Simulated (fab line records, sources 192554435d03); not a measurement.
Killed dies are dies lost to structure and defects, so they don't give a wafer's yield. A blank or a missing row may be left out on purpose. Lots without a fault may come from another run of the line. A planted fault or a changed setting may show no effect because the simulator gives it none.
fab line records | flow n5_finfet
record lots=4 wafers=12 last_day=16
route steps=1938 shown BEOL_M2@922 BEOL_M3@931 BEOL_M4@1111 PASSIVATION@1936
lots that met no fault: from a run of the same line without faults
start_h: hours from the record's first day to the start of the lot's first wafer shown | wait_h: hours since the lot's step before | " the same as in the row above | L1.1+2: a row that stands for several wafers | - no value, or no start given | * or withheld: withheld | < > ~ a bound
route shown NAME@n: a module of which the file shows steps, and the number in the route of the first | usual: mean/standard deviation of fault-free wafers | same: alike in all rows | chamber/n: place in a boat | sites: the reading at each site | _std_site: their standard deviation | _edge_site: outer sites' mean less inner sites' | radius_mm: how far each site lies from the wafer's centre | mask NAME#n: copy n | behind: the tool/chamber that last shaped the wafer | hold: why the lot was held/for how many hours/how that ended | device: the transistor (n, p or np) that didn't switch | end of line: the same wafers' tests at the end of the route | a step without rows: its recipe alone | killed: dies lost to structure and defects at the first sort, not the wafer's yield | map: a wafer's dies, x killed, . not, _ none there
set.NAME: the setting as run; set.NAME@STEP: as run at that earlier step | model.NAME: the simulator's own value behind a step, which no gauge read
lots at some steps of the route; a table a step, a row a wafer
## steps
# step N5_BEOL_M2_ANNEAL_51
# recipe temp_c=225 time_s=90 ambient=N2
# step N5_BEOL_M2_CMP_52
# recipe stop_on=SiOC t_overpolish_s=6.8 down_force_psi=1 platen_rpm=50 clearing_platen_down_force_psi=1.5 clearing_platen_rpm=50 post_cmp_clean=cu_alkaline target_thk_nm=40 clearing_platen_pad_velocity_m_s=0.99484 pad_velocity_m_s=0.99484
# step N5_BEOL_M2_PRE_CLEAN_60
# recipe gas=NH3/H2 time_s=15 temp_c=* rf_power_w=300
# step N5_BEOL_M2_CO_CAP_55
# recipe material=Co target_thk_a=20 temp_c=200 precursor=CCTBA/H2 pressure_torr=30 time_s=102.1
# step N5_BEOL_M2_PRE_CLEAN_56
# recipe gas=NH3 time_s=15 temp_c=withheld rf_power_w=300
# step N5_BEOL_M2_DEP_57
# recipe material=SiCN target_thk_a=80 temp_c=withheld precursor=3MS/NH3 pressure_torr=3 rf_w=202 time_s=14
# step N5_BEOL_M3_ILD_DEP_00
# recipe material=SiOC target_thk_a=790 temp_c=350 precursor=DEMS/O2 pressure_torr=5 rf_w=500 time_s=15.3
# step N5_BEOL_M3_PECVD_72
# recipe material=SiO2 target_thk_a=160 temp_c=400 precursor=TEOS/O2 pressure_torr=5.5 rf_w=450 teos_flow_sccm=53.8 gas=O2 flow_sccm=3000 time_s=18
# step N5_BEOL_M3_HM_DEP_02
# recipe material=TiN target_thk_a=200 temp_c=25 chamber_pressure_pa=0.49996
# usual susceptor_temp_C=25.00/0.11 throttle_valve_pct=29.9/1.3
# columns lot.wafer tool chamber start_h wait_h susceptor_temp_C throttle_valve_pct
L765.1 pvd_sputter-01 - 162.26 0.2 24.96 30.7
L765.3 " - " " 24.99 29.3
L765.4 " - " " 24.92 29.6
L776.2 pvd_sputter-01 - 225.48 0.0 24.95 31.4
L776.4 " - " " 24.96 30.6
L776.6 " - " " 25.14 29.6
L778.1 pvd_sputter-01 - 237.24 0.1 24.94 29.4
L778.3 " - " " 25.06 31.2
L778.4 " - " " 24.82 28.9
L779.3 pvd_sputter-02 - 253.14 1.5 25.12 28.7
L779.4 " - " " 25.03 29.6
L779.5 " - " " 25.13 26.8
# step N5_BEOL_M3_COAT_61
# recipe resist=SOC temp_c=250 time_s=60 spin_rpm=1500 resist_thk_nm=60
# step N5_BEOL_M3_COAT_62
# recipe resist=SiARC temp_c=220 time_s=60 spin_rpm=1500 resist_thk_nm=12
# step N5_BEOL_M3_COAT_73
# recipe resist=underlayer temp_c=205 time_s=60 spin_rpm=1500 resist_thk_nm=5
# step N5_BEOL_M3_COAT_05
# recipe resist=CAR-EUV spin_rpm=1500 resist_thk_nm=30
# step N5_BEOL_M3_EBR_07
# recipe solvent=PGMEA ebr_width_mm=1.5
# step N5_BEOL_M3_SOFTBAKE_06
# recipe temp_c=110 time_s=60 resist=CAR-EUV
# step N5_BEOL_M3_EXPOSE_08
# recipe mask_id=M3 na=0.33 source_shape=dipole sigma_inner=0.369 sigma_outer=0.767 polarization=unpolarized dose_mj=33
# step N5_BEOL_M3_PEB_09
# recipe peb_temp_c=100 peb_time_s=60 resist=CAR-EUV
# step N5_BEOL_M3_DEVELOP_10
# recipe develop_time_s=30 developer=TMAH resist=CAR-EUV rinse_liquid=surfactant_rinse dry=air_spin dev_temp_c=23
# step N5_BEOL_M3_INSPECT_13
# recipe mode=adi inspect_instrument=brightfield
# usual raw_defect_count=416/84
# columns lot.wafer tool chamber start_h wait_h raw_defect_count
L765.1 defect_inspect-02 - 162.75 0.1 333
L765.3 " - " " 460
L765.4 " - " " 461
L776.2 defect_inspect-01 - 225.96 0.0 1112
L776.4 " - " " 964
L776.6 " - " " 1125
L778.1 defect_inspect-02 - 237.73 0.1 1183
L778.3 " - " " 1176
L778.4 " - " " 1147
L779.3 defect_inspect-02 - 253.63 0.1 366
L779.4 " - " " 466
L779.5 " - " " 559
# step N5_BEOL_M3_DESCUM_16
# recipe chemistry=O2 time_s=7 source_power_w=50 bias_power_w=20 pressure_mtorr=20 rf_frequency_hz=2.712e+07 temp_c=40 resist=CAR-EUV o2_flow_sccm=225
# step N5_BEOL_M4_RC_MEAS_101
# usual DIBL_N=35.9/1.6 DIBL_P=35.6/2.1 IOFF_N=0.149/0.029 IOFF_P=0.20/0.033 ION_N=671/11 ION_P=460/7.3 SS_N=71.4/0.62 SS_P=73.2/0.65 VT_N=251/3.1 VT_P=-251/3.4
# columns lot.wafer tool chamber start_h wait_h DIBL_N[mV/V] DIBL_P[mV/V] IOFF_N[nA/um] IOFF_P[nA/um] ION_N[uA/um] ION_P[uA/um] SS_N[mV/dec] SS_P[mV/dec] VT_N[mV] VT_P[mV]
L765.1 prober-02 0 182.49 0.0 33.2 34.0 0.116 0.15 670 453 70.9 71.6 253 -258
L765.3 " 0 " " 34.1 33.9 0.121 0.14 673 455 70.6 72.2 254 -258
L765.4 " 0 " " 33.8 34.1 0.112 0.14 658 454 71.2 72.1 255 -260
L776.2 prober-02 0 254.39 0.2 35.6 36.1 0.141 0.19 671 457 71.3 73.5 253 -251
L776.4 " 0 " " 39.2 39.5 0.203 0.25 683 461 72.8 74.5 250 -250
L776.6 " 0 " " 35.9 36.3 0.152 0.20 669 465 71.5 73.1 251 -251
L778.1 prober-02 0 257.60 0.0 37.4 35.4 0.141 0.19 680 462 71.4 73.3 253 -252
L778.3 " 0 " " 37.6 36.2 0.156 0.20 676 455 71.9 73.9 249 -250
L778.4 " 0 " " 36.7 35.3 0.145 0.19 672 460 70.9 73.0 251 -251
L779.3 prober-02 0 274.11 0.3 33.3 32.8 0.103 0.15 652 448 71.6 72.5 260 -253
L779.4 " 0 " " 35.9 34.9 0.128 0.17 664 455 71.9 73.5 255 -254
L779.5 " 0 " " 37.8 37.3 0.164 0.21 671 470 72.6 73.6 250 -253
# step N5_PASSIVATION_PROBE_49
# usual defect_limited_yield=90.9/1.5 killed_at_M0_to_M3=36/9.9 killed_at_M4_up=13/4.5 killed_at_contacts=13/6.4 killed_at_front_end=42/12 killed_at_other=3.4/3 killed_dies=107/18 killed_on_rim=14/4.3 killed_open=69/13 killed_short=35/8.2 sort_bin_5_function=5.3/1.1 sort_bin_6_memory=3.4/0.69 sort_n_pass=1073/18 sort_yield_pct=90.9/1.5
# same gross_dies=1180 killed_at_back_side=0 sort_bin_4_leakage[%]=0 sort_bin_8_speed[%]=0
# columns lot.wafer tool chamber start_h wait_h defect_limited_yield[%] killed_at_M0_to_M3 killed_at_M4_up killed_at_contacts killed_at_front_end killed_at_other killed_dies killed_on_rim killed_open killed_short sort_bin_5_function[%] sort_bin_6_memory[%] sort_n_pass sort_yield_pct[%]
L776.2 prober-01 - 352.13 0.1 81.9 157 13 9 29 5 213 13 61 24 11.9 3.5 967 81.9
L776.4 prober-01 - 352.23 0.2 83.8 132 12 10 36 1 191 28 64 44 9.8 3.6 989 83.8
L776.6 prober-01 - 352.33 0.3 83.6 137 9 8 37 3 194 26 54 26 9.2 4.8 986 83.6
L778.1 prober-01 - 354.01 0.0 80.1 146 13 20 54 2 235 32 89 32 13.0 4.1 945 80.1
L778.3 prober-01 - 354.11 0.1 79.9 156 5 26 44 6 237 17 74 35 12.8 5.1 943 79.9
L778.4 prober-01 - 354.16 0.2 82.6 115 9 30 47 4 205 38 81 28 10.8 4.3 975 82.6
# killed by level:class
L776.2 BEOL_M3:unspecified=127 MOL_CONTACT_COAG:geometric_particle:open=9 BEOL_M0_SAQP:geometric_particle:open=8 BEOL_M4:geometric_particle:open=8 STI_FIN_REVEAL:geometric_particle:open=6 FIN_SAQP:geometric_particle:short=5 BEOL_M1:geometric_particle:open=5 BEOL_M2:geometric_particle:open=4
L776.4 BEOL_M3:unspecified=81 BEOL_M0_SAQP:geometric_particle:short=18 BEOL_M0_SAQP:geometric_particle:open=14 GATE_CUT:geometric_particle:short=11 BEOL_M1:geometric_particle:open=9 STI_FIN_REVEAL:geometric_particle:open=7 MOL_CONTACT_COAG:geometric_particle:open=6 BEOL_M2:geometric_particle:open=6
L776.6 BEOL_M3:unspecified=113 STI_FIN_REVEAL:geometric_particle:open=14 BEOL_M0_SAQP:geometric_particle:short=9 MOL_CONTACT_COAG:geometric_particle:open=7 BEOL_M0_SAQP:geometric_particle:open=6 STI_FIN_REVEAL:geometric_particle:short=4 DUMMY_GATE:geometric_particle:open=4 GATE_CUT:geometric_particle:short=4
L778.1 BEOL_M3:unspecified=113 FIN_SAQP:geometric_particle:open=27 MOL_CONTACT_COAG:geometric_particle:open=15 BEOL_M3:geometric_particle:open=8 BEOL_M0_SAQP:geometric_particle:short=8 MOL_CONTACT_COAG:geometric_particle:short=5 FIN_SAQP:geometric_particle:short=4 GATE_CUT:geometric_particle:short=4
L778.3 BEOL_M3:unspecified=128 MOL_CONTACT_COAG:geometric_particle:open=22 FIN_SAQP:geometric_particle:open=14 FIN_SAQP:geometric_particle:short=13 STI_FIN_REVEAL:geometric_particle:open=9 BEOL_M2:geometric_particle:open=9 BEOL_M0_SAQP:geometric_particle:short=7 BEOL_M1:geometric_particle:open=5
L778.4 BEOL_M3:unspecified=93 MOL_CONTACT_COAG:geometric_particle:open=26 FIN_SAQP:geometric_particle:short=9 BEOL_M3:geometric_particle:open=9 FIN_SAQP:geometric_particle:open=8 STI_FIN_REVEAL:geometric_particle:open=8 GATE_CUT:geometric_particle:open=4 BEOL_M4:geometric_particle:open=4
# map L776.2 (x killed, . not)
_________________............________________
______________.................._____________
___________........................__________
__________......x..................._________
________.........x...................._______
_______....x......................x..x.______
______..x................x.............._____
_____....x.....x.x........x...........x..____
____x...........x................x........___
___.............x....x..........x..........__
___......xx.................xx.............__
__................x........................._
__...................x.......x........x....._
_xx......x....x............x.................
_.......xx.x.x.x................x............
_.x...xxxxxxxxxx...x..........x......x....x..
_x.x...xxxxxxxxx.xx......x...................
_x..xxxxxxxxxxxxxxx.......................x..
_.xx.xxxxxxxxxxxxxx..x.........x...x.........
_x.x.xxxxxxxxxxxxxxxx....x................x..
_.x.xx.xxxxxxxxxxx....x......................
__.xxxxxxxxxxxxx.xx.................x......._
__....xxxxxxxxxxxx...........x...x.........._
___....xxxxxxxxxxx.x...x...........x.....x.__
___........xx..x.....x................x....__
____..............................x......x___
_____.....xx...............xxx.....x.xx..____
______...x.x..................x........._____
_______.x....x.....x............x...x..______
________...x.........x............x..._______
__________...x......................_________
___________....x...................__________
______________...............xx._____________
_________________..x.........________________
# map L778.3 (x killed, . not)
_________________x...........________________
______________......x.xx........_____________
___________...................x....__________
__________....x.................x.x._________
________.....x................xx.....x_______
_______.....x................x......x..______
______.....xx.x..........x..........x..._____
_____x...........................x.......____
____......x...............................___
___..x.................................x...__
___....................x.........x......x..__
__..........x...x.x..x.x...x......x......x.._
__.........x.....x...xx.................x..._
_.x......xxxxx.x...........x..x...x.......x..
_...x.x...xxxxx.x............x....x..........
_x..xxxx..xxxxxxx.................x.x..x.....
_..x.xxxxxxxxxxx..xx.......x............x...x
_x....xxxxxxxxxxx.x.......x..............x...
_x.x.xxxxxxxxxxxxx.................xx........
_.x..xxxxxxxxxxxxxx...x...x......x.......x..x
_.x..xxxxxxxxxxxx.xxx........................
__..xxxxxxxxxxxxxx.x.............x..x......._
__....xxxxxxxxxxxxx........x..x.....x.x..x.._
___.....xx.xxxxx.....x.....x.....x...x.x.x.__
___.x...xx..x.......x.......x..............__
____.....x.xx......x...x.x..............x.___
_____.x...x............x..............x..____
______.x..........................x....._____
_______....................x....x...x..______
________.......................x......_______
__________....x.....x..............._________
___________.x......................__________
______________.................._____________
_________________x...........________________
## key
first_sign step=N5_BEOL_M3_INSPECT_13 reading=raw_defect_count direction=up sigmas=8.3 usual=416 struck=1118
effect step=N5_PASSIVATION_PROBE_49 reading=killed_at_M0_to_M3 direction=up sigmas=11 usual=36 struck=140
more_kills_born_at N5_BEOL_M3_HM_DEP_02@pvd_sputter-01=655
met_at N5_BEOL_M3_HM_DEP_02
struck_wafers L776.2,L776.4,L776.6,L778.1,L778.3,L778.4
onset_between 162.26 225.48
fault kind=chamber_particle_source tool=pvd_sputter-01 chamber=- onset_h=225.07 steps=N5_BEOL_M3_HM_DEP_02 rate_per_visit_cm2=1.092 end_h=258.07
